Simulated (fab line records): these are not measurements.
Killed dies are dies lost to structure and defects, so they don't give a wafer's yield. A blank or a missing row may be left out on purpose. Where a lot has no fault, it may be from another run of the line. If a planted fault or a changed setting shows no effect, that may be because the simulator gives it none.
Matching of chambers | flow nand_harc | NHARC_A_M0_PRE_CLEAN_31 on pecvd-02 has 3 sister chambers
The step time 12 s. 6 wafers are shown with their chamber, then 11 later ones without.

## WAFERS PAIRED WITH THEIR CHAMBERS
wafer  | chamber | heater_power_w (W)
L082.1 | 1       | 659
L082.4 | 2       | 617
L086.3 | 2       | 712
L086.4 | 1       | 569
L086.5 | 0       | 792
L085.2 | 0       | 838

## WAFERS WITH NO CHAMBER GIVEN
wafer  | heater_power_w (W)
L085.3 | 632
L085.6 | 821
L089.1 | 644
L089.2 | 847
L089.3 | 617
L093.1 | 801
L093.2 | 674
L093.4 | 664
L093.3 | 676
L093.5 | 724
L093.6 | 826

## WHICH CHAMBER EACH WENT THROUGH
wafer  | from the rows above          | in truth
L085.3 | can't be placed: 1 or 2      | 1
L085.6 | 0                            | 0
L089.1 | can't be placed: 2 or 1      | 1
L089.2 | 0                            | 0
L089.3 | can't be placed: 1 or 2      | 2
L093.1 | 0                            | 0
L093.2 | can't be placed: 2 or 1      | 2
L093.4 | can't be placed: 2 or 1      | 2
L093.3 | can't be placed: 2 or 1      | 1
L093.5 | can't be placed: 2 or 0 or 1 | 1
L093.6 | 0                            | 0
Correctly placed: 4 of 11. Can't be placed from these rows: 7 (the true chamber is among the candidates in 7). 0 placed wrongly.
How it was worked out, from the rows above alone: a wafer's distance from a chamber is the root of the sum, over the readings, of the square of ((its reading less the chamber's mean) divided by the reading's scatter). The wafer belongs to the nearest chamber; if the next one is less than 2 further off, it can't be placed. The mean given for a chamber averages the wafers shown for that chamber. The scatter: the root of (the sum of the squares of (reading less its chamber's mean) over the shown wafers, divided by (wafers less chambers)).
